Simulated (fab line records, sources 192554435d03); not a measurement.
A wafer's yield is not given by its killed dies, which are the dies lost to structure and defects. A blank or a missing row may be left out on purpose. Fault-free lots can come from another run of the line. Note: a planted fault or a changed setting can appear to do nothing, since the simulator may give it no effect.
fab line records    flow n5-finfet
[record] lots = 11  wafers = 32  last-day = 18
route steps=1938 shown HKMG_FIN@403 PASSIVATION@1936
lots that met no fault: from a run of the same line without faults
start-h: hours from the record's opening day to when the first of the lot's shown wafers began    wait-h: hours since the lot's step before    " unchanged from the row above    L1.1+2: one row covering several wafers at once    - no value present, or no start provided    * or withheld: withheld    < > ~ a bound
route shown NAME@n: names a module that has steps shown in the file, with the first one's number in the route    usual: mean and standard deviation over wafers with no fault    same: alike in all rows    chamber/n: place in a boat    sites: the reading at each site    _std_site: their standard deviation    _edge_site: outer sites' mean less inner sites'    radius-mm: how far each site lies from the wafer's centre    mask NAME#n: copy n    behind: tool/chamber where the wafer was last shaped    hold: what put the lot on hold/how long, in hours/how the hold closed    device: names the non-switching transistor (n, p or np)    end of line: the tests these same wafers got at the end of their route    step lacking rows: just its recipe    killed: dies lost to structure and defects at the first sort, not the wafer's yield    map: a wafer's dies, x killed, . not, _ none there
set.NAME: the setting the step ran with; set.NAME@STEP: the setting that earlier step ran with    model.NAME: the simulator's own value behind a step, which no gauge read
one table for each step of the route and one row for each wafer, over a sample of lots
services: from which hour (start-h, from the record's first day; less than 0 if before it) a tool's chamber was out of use, for how many hours, and why
[[steps]]
[step N5_HKMG_FIN_ETCH_55]
[recipe] chemistry = N2/H2  target = SOC  target-depth-a = 2400  temp-c = 40  time-s = 300  ion-energy-ev = 200  mask-material = SiARC  pressure-mtorr = 30  source-w = 840  bias-w = 150  n2-flow-sccm = 200  h2-flow-sccm = 200
[usual] drypump-motor-current-A = 5.9/0.59  oes-product-au = 0.82/0.086  rf-vpp-V = 522.6/1.7  showerhead-plenum-p-Torr = 2.50/0.052  throttle-valve-pct = 17.7/0.34
[same] time-s = 300
lot.wafer  tool         chamber  start-h  wait-h  drypump-motor-current-A  oes-product-au  rf-hours-counter-h  rf-vpp-V  showerhead-plenum-p-Torr  throttle-valve-pct
L847.4     rie-diel-02  2        83.12    0.1     6.3                      0.83            -                   521.7     2.48                      17.8
L847.5     "            0        "        "       5.1                      0.95            -                   523.7     2.51                      17.8
L847.6     "            3        "        "       6.0                      0.74            -                   522.8     2.54                      18.1
L850.1     rie-diel-05  2        97.79    0.0     6.6                      0.73            174                 523.6     2.54                      18.0
L850.4     "            0        "        "       6.0                      0.80            102                 521.1     2.47                      17.7
L850.6     "            1        "        "       6.4                      0.95            -                   523.2     2.48                      17.5
L851.1     rie-diel-05  1        104.43   0.0     6.4                      0.94            25                  522.4     2.48                      17.5
L851.3     "            0        "        "       6.0                      0.80            104                 521.9     2.47                      17.7
L851.6     "            1        "        "       6.3                      0.95            -                   521.4     2.48                      17.5
L852.3     rie-diel-02  1        108.72   0.0     5.5                      0.93            6                   522.9     2.49                      17.2
L852.4     "            3        "        "       6.0                      0.73            193                 523.7     2.53                      18.1
L852.5     "            2        "        "       6.2                      0.82            -                   522.6     2.48                      17.8
L858.1     rie-diel-02  0        145.21   0.0     5.1                      0.90            35                  523.2     2.50                      17.8
L858.3     "            3        "        "       6.0                      0.71            210                 522.0     2.53                      18.2
L858.5     "            2        "        "       6.2                      0.82            -                   521.1     2.47                      17.9
L861.3     rie-diel-05  2        164.89   0.0     6.6                      0.72            196                 523.5     2.53                      18.0
L861.4     "            2        "        "       6.6                      0.72            -                   523.1     2.53                      18.0
L864.1     rie-diel-06  0        180.84   0.0     4.9                      0.72            215                 520.2     2.42                      18.3
L864.2     "            1        "        "       5.9                      1.01            1                   529.4     2.70                      17.2
L864.3     "            2        "        "       6.2                      0.92            29                  521.3     2.49                      17.7
L865.3     rie-diel-05  3        187.40   0.0     4.9                      0.81            45                  522.2     2.47                      17.2
L865.4     "            3        "        "       4.9                      0.81            -                   522.9     2.47                      17.2
L865.6     "            0        "        "       6.0                      0.76            -                   522.5     2.46                      17.8
L867.2     rie-diel-05  2        197.86   0.0     6.6                      0.71            213                 524.0     2.52                      18.1
L867.3     "            3        "        "       4.9                      0.80            50                  522.6     2.47                      17.3
L867.4     "            3        "        "       4.9                      0.80            -                   522.8     2.47                      17.3
L868.2     rie-diel-02  0        204.81   0.0     5.1                      0.89            55                  522.3     2.50                      17.8
L868.4     "            2        "        "       6.2                      0.79            100                 521.8     2.46                      17.9
L868.6     "            3        "        "       6.0                      0.70            -                   523.1     2.52                      18.2
L869.3     rie-diel-02  0        210.65   0.0     5.1                      0.87            58                  523.2     2.50                      17.8
L869.5     "            2        "        "       6.2                      0.77            -                   522.3     2.46                      17.9
L869.6     "            3        "        "       6.0                      0.69            -                   522.1     2.52                      18.2
[step N5_HKMG_FIN_STRIP_92]
[recipe] chemistry = N2/H2  material = SOC  time-s = 20  power-w = 500  temp-c = 40  pressure-mtorr = 50  rf-frequency-hz = 6e+07  bias-power-w = 8  h2-frac = 0.5  n2-flow-sccm = 300  h2-flow-sccm = 300
[usual] drypump-motor-current-A = 5.8/0.63  oes-product-au = 0.79/0.091  rf-vpp-V = 54.2/0.9  showerhead-plenum-p-Torr = 3.31/0.11  throttle-valve-pct = 19.0/0.48
[same] time-s = 20
lot.wafer  tool         chamber  start-h  wait-h  drypump-motor-current-A  oes-product-au  rf-hours-counter-h  rf-vpp-V  showerhead-plenum-p-Torr  throttle-valve-pct
L847.4     rie-diel-06  2        86.81    0.1     6.2                      0.66            261                 54.5      3.30                      19.1
L847.5     "            0        "        "       4.9                      0.74            -                   53.5      3.22                      19.3
L847.6     "            1        "        "       5.9                      0.70            -                   53.0      3.16                      18.4
L850.1     rie-diel-05  1        101.56   0.1     6.4                      0.94            24                  55.9      3.28                      18.3
L850.4     "            2        "        "       6.6                      0.73            176                 52.6      3.35                      19.4
L850.6     "            2        "        "       6.6                      0.73            -                   54.6      3.35                      19.4
L851.1     rie-diel-06  1        108.24   0.1     5.9                      0.69            235                 54.0      3.16                      18.4
L851.3     "            3        "        "       6.4                      0.75            150                 55.1      3.52                      19.5
L851.6     "            0        "        "       4.9                      0.73            -                   53.6      3.22                      19.3
L852.3     rie-diel-06  1        112.45   0.1     5.9                      0.69            237                 52.8      3.16                      18.4
L852.4     "            2        "        "       6.2                      1.03            0                   54.4      3.30                      18.7
L852.5     "            0        "        "       4.9                      0.75            -                   53.6      3.21                      19.3
L858.1     rie-diel-06  1        149.03   0.1     5.9                      0.69            250                 54.9      3.15                      18.4
L858.3     "            3        "        "       6.5                      0.75            165                 54.8      3.51                      19.5
L858.5     "            2        "        "       6.2                      0.96            -                   53.0      3.30                      18.7
L861.3     rie-diel-05  3        168.74   0.1     4.9                      0.84            36                  53.0      3.27                      18.4
L861.4     "            2        "        "       6.6                      0.72            -                   53.3      3.34                      19.4
L864.1     rie-diel-05  3        184.63   0.1     4.9                      0.80            44                  55.1      3.26                      18.4
L864.2     "            0        "        "       6.0                      0.77            135                 53.5      3.25                      18.9
L864.3     "            2        "        "       6.6                      0.71            207                 54.6      3.34                      19.5
L865.3     rie-diel-02  3        191.40   0.1     6.0                      0.70            225                 54.2      3.33                      19.5
L865.4     "            2        "        "       6.3                      0.80            95                  54.1      3.26                      19.2
L865.6     "            1        "        "       5.5                      0.87            -                   54.8      3.27                      18.2
L867.2     rie-diel-05  3        201.92   0.1     4.9                      0.81            52                  52.1      3.26                      18.4
L867.3     "            2        "        "       6.6                      0.69            215                 54.6      3.33                      19.5
L867.4     "            0        "        "       6.0                      0.75            142                 55.0      3.25                      18.9
L868.2     rie-diel-06  0        208.71   0.1     4.9                      0.71            224                 53.7      3.20                      19.4
L868.4     "            2        "        "       6.2                      0.90            38                  54.6      3.28                      18.8
L868.6     "            0        "        "       4.9                      0.71            -                   53.4      3.20                      19.4
L869.3     rie-diel-06  0        215.33   0.1     4.9                      0.71            227                 52.7      3.19                      19.4
L869.5     "            3        "        "       6.5                      0.71            -                   55.6      3.50                      19.5
L869.6     "            0        "        "       4.9                      0.71            -                   55.3      3.19                      19.4
[step N5_HKMG_FIN_ALD_91]
[recipe] material = TiN  target-thk-a = 10  temp-c = 400  ald-precursor-family = TiCl4  ald-co-reactant = NH3  pulse-time-s = 1  purge-time-s = 3  co-reactant-purge-time-s = 2  co-reactant-pulse-time-s = 2  ald-cycles = 47  pressure-torr = 3
[usual] ald-cycles = 47/0  heater-power-w = 881/83  precursor-pulse-height-rel = 0.997/0.019
[same] co-reactant-pulse-time-s = 2  purge-time-s = 3
lot.wafer  tool          chamber  start-h  wait-h  ald-cycles  heater-power-w  precursor-pulse-height-rel
L847.4     ald-metal-04  2        87.34    0.1     47          806             1.011
L847.5     "             1        "        "       47          971             0.999
L847.6     "             0        "        "       47          885             1.003
L850.1     ald-metal-04  1        102.08   0.3     47          963             0.986
L850.4     "             0        "        "       47          901             0.983
L850.6     "             0        "        "       47          894             1.033
L851.1     ald-metal-01  1        108.77   0.3     47          818             0.989
L851.3     "             2        "        "       47          1071            1.007
L851.6     "             0        "        "       47          846             1.025
L852.3     ald-metal-01  0        112.98   0.1     47          824             1.001
L852.4     "             1        "        "       47          826             1.026
L852.5     "             3        "        "       47          922             0.994
L858.1     ald-metal-01  1        149.55   0.3     47          806             1.016
L858.3     "             2        "        "       47          1080            0.990
L858.5     "             1        "        "       47          815             0.976
L861.3     ald-metal-04  0        169.27   0.1     47          901             1.023
L861.4     "             2        "        "       53          805             1.013
L864.1     ald-metal-04  2        185.16   0.3     47          785             0.978
L864.2     "             0        "        "       53          923             0.997
L864.3     "             3        "        "       47          812             1.023
L865.3     ald-metal-01  0        192.06   0.3     47          836             1.029
L865.4     "             1        "        "       47          806             0.990
L865.6     "             0        "        "       47          825             0.998
L867.2     ald-metal-03  1        202.49   0.3     47          843             0.990
L867.3     "             3        "        "       47          860             0.991
L867.4     "             0        "        "       47          914             0.990
L868.2     ald-metal-01  0        209.24   0.3     47          818             0.984
L868.4     "             1        "        "       47          816             0.999
L868.6     "             0        "        "       47          825             1.010
L869.3     ald-metal-03  0        215.86   0.1     47          932             1.032
L869.5     "             2        "        "       47          917             1.004
L869.6     "             3        "        "       47          836             0.977
[step N5_HKMG_FIN_ETCH_67]
[recipe] chemistry = N2/H2  target = SOC  target-depth-a = 3889  stop-on = TiN  ion-energy-ev = 100  bias-w = 61  pressure-mtorr = 30  source-w = 850  n2-flow-sccm = 200  h2-flow-sccm = 200
[usual] drypump-motor-current-A = 5.8/0.6  oes-product-au = 0.79/0.09  rf-vpp-V = 240.2/1.3  showerhead-plenum-p-Torr = 2.51/0.08  throttle-valve-pct = 17.8/0.37
lot.wafer  tool         chamber  start-h  wait-h  drypump-motor-current-A  oes-product-au  rf-hours-counter-h  rf-vpp-V  showerhead-plenum-p-Torr  throttle-valve-pct
L847.4     rie-diel-05  2        88.99    -       6.6                      0.73            171                 240.8     2.54                      18.0
L847.5     "            1        "        "       6.4                      0.94            -                   241.1     2.48                      17.4
L847.6     "            2        "        "       6.6                      0.73            -                   239.6     2.54                      18.0
L850.1     rie-diel-05  2        103.49   -       6.6                      0.72            176                 241.3     2.54                      18.0
L850.4     "            1        "        "       6.4                      0.92            24                  240.7     2.48                      17.4
L850.6     "            2        "        "       6.6                      0.72            -                   239.5     2.54                      18.0
L851.1     rie-diel-02  2        110.48   -       6.2                      0.81            67                  240.3     2.48                      17.8
L851.3     "            0        "        "       5.1                      0.90            28                  240.1     2.51                      17.8
L851.6     "            0        "        "       5.1                      0.90            -                   240.7     2.51                      17.8
L852.3     rie-diel-02  0        114.57   -       5.1                      0.90            29                  240.6     2.51                      17.8
L852.4     "            2        "        "       6.3                      0.82            69                  239.2     2.48                      17.8
L852.5     "            1        "        "       5.5                      0.92            -                   240.2     2.49                      17.2
L858.1     rie-diel-06  0        151.02   -       4.9                      0.72            201                 238.9     2.42                      18.3
L858.3     "            3        "        "       6.5                      0.74            166                 242.0     2.66                      18.1
L858.5     "            0        "        "       4.9                      0.71            -                   236.6     2.42                      18.3
L861.3     rie-diel-06  2        171.00   -       6.2                      0.91            24                  241.0     2.49                      17.7
L861.4     "            3        "        "       6.4                      0.73            -                   241.8     2.66                      18.1
L864.1     rie-diel-05  2        186.65   -       6.6                      0.70            208                 242.9     2.53                      18.0
L864.2     "            0        "        "       6.0                      0.76            136                 239.8     2.46                      17.8
L864.3     "            3        "        "       4.9                      0.81            45                  241.2     2.47                      17.2
L865.3     rie-diel-02  0        193.80   -       5.1                      0.87            51                  240.9     2.50                      17.8
L865.4     "            1        "        "       5.5                      0.85            41                  241.1     2.47                      17.2
L865.6     "            1        "        "       5.5                      0.86            -                   240.3     2.47                      17.2
L867.2     rie-diel-06  0        203.90   -       4.9                      0.70            223                 239.9     2.42                      18.3
L867.3     "            1        "        "       5.9                      0.95            9                   242.4     2.69                      17.2
L867.4     "            3        "        "       6.5                      0.71            188                 242.0     2.65                      18.1
L868.2     rie-diel-06  3        210.95   -       6.5                      0.71            191                 241.2     2.65                      18.2
L868.4     "            1        "        "       5.9                      0.94            -                   244.7     2.69                      17.2
L868.6     "            0        "        "       4.9                      0.70            -                   239.3     2.41                      18.3
L869.3     rie-diel-05  1        217.58   -       6.3                      0.88            49                  239.5     2.47                      17.5
L869.5     "            3        "        "       4.9                      0.80            -                   240.2     2.46                      17.2
L869.6     "            0        "        "       6.0                      0.75            -                   240.6     2.45                      17.8
[step N5_PASSIVATION_PROBE_49]
[usual] killed_at_M0_to_M3 = 36/10  killed_at_M4_up = 13/5.5  killed-at-contacts = 12/5.6  killed-at-front-end = 42/12  killed-at-other = 4/3.2  killed-dies = 108/18  killed-open = 71/13  killed-short = 34/7.8
[same] gross-dies = 1180  killed-at-back-side = 0
lot.wafer  tool       chamber  start-h  wait-h  killed_at_M0_to_M3  killed_at_M4_up  killed-at-contacts  killed-at-front-end  killed-at-other  killed-dies  killed-open  killed-short
L861.3     prober-01  -        385.80   0.1     37                  14               6                   41                   2                100          69           29
// killed by level:class
L861.3 FIN_SAQP:geometric-particle:open=17 BEOL_M2:geometric-particle:open=9 BEOL_M3:geometric-particle:open=7 GATE_CUT:geometric-particle:short=7 BEOL_M0_SAQP:geometric-particle:open=7 MOL_CONTACT_COAG:geometric-particle:open=6 BEOL_M1:geometric-particle:open=6 FIN_SAQP:geometric-particle:short=3
[[services]]
tool          chamber  start-h  hours  kind
rie-diel-02   1        74.76    -      clean
rie-diel-02   1        74.76    -      consumable-replace:focus-ring
rie-diel-02   1        74.76    16.1   scheduled-down
rie-diel-02   1        74.76    16.1   vent-cycle
rie-diel-06   2        89.66    4.8    repair
ald-metal-01  3        115.70   279.0  repair
ald-metal-04  1        121.29   10.6   repair
rie-diel-02   0        126.72   16.1   repair
ald-metal-04  -        138.31   2.8    pm
ald-metal-01  -        147.30   0.9    repair
rie-diel-06   1        151.02   -      clean
rie-diel-06   1        151.02   -      consumable-replace:focus-ring
rie-diel-06   1        151.02   -      consumable-replace:showerhead
rie-diel-06   1        151.02   25.5   scheduled-down
rie-diel-06   1        151.02   25.5   vent-cycle
rie-diel-05   1        162.15   36.3   repair
ald-metal-03  0        163.31   4.2    repair
ald-metal-01  2        189.20   28.2   repair
rie-diel-06   2        197.89   1.5    repair
rie-diel-02   1        198.27   1.6    repair
ald-metal-01  -        203.70   0.3    repair
[[key]]
[first-sign] step = N5_HKMG_FIN_ALD_91  reading = ald-cycles  direction = up  sigmas = 99+  usual = *  struck = *
effect none on later readings
met-at N5_HKMG_FIN_ALD_91
struck-lots L861,L864
struck-wafers L861.4,L864.2
tester-left-out L861,L864
[baseline-loss] step = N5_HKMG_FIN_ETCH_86  wafers = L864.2
not-acting-at N5_HKMG_FIN_ETCH_55,N5_HKMG_FIN_STRIP_92,N5_HKMG_FIN_ETCH_67
onset-between 102.08 169.27
[fault] kind = process-parameter-drift  tool = ald-metal-04  chamber = -  onset-h = 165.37  steps = N5_HKMG_FIN_ALD_91  channel = ald-cycles  offset = *  shape = step  end-h = 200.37  scope = struck-wafers-only  acts-in = *  stated = *
// tester-left-out: of these lots the tester's yield and bins aren't shown, on N5 and GAA mostly nor the transistor test; their killed dies are dies lost to structure and defects alone, not to doping, threshold or leakage, so they don't give the yield
// baseline-loss: these wafers lose ten dies or more at that step, a loss of the line's own and not of a fault; the sort's usual values leave them out
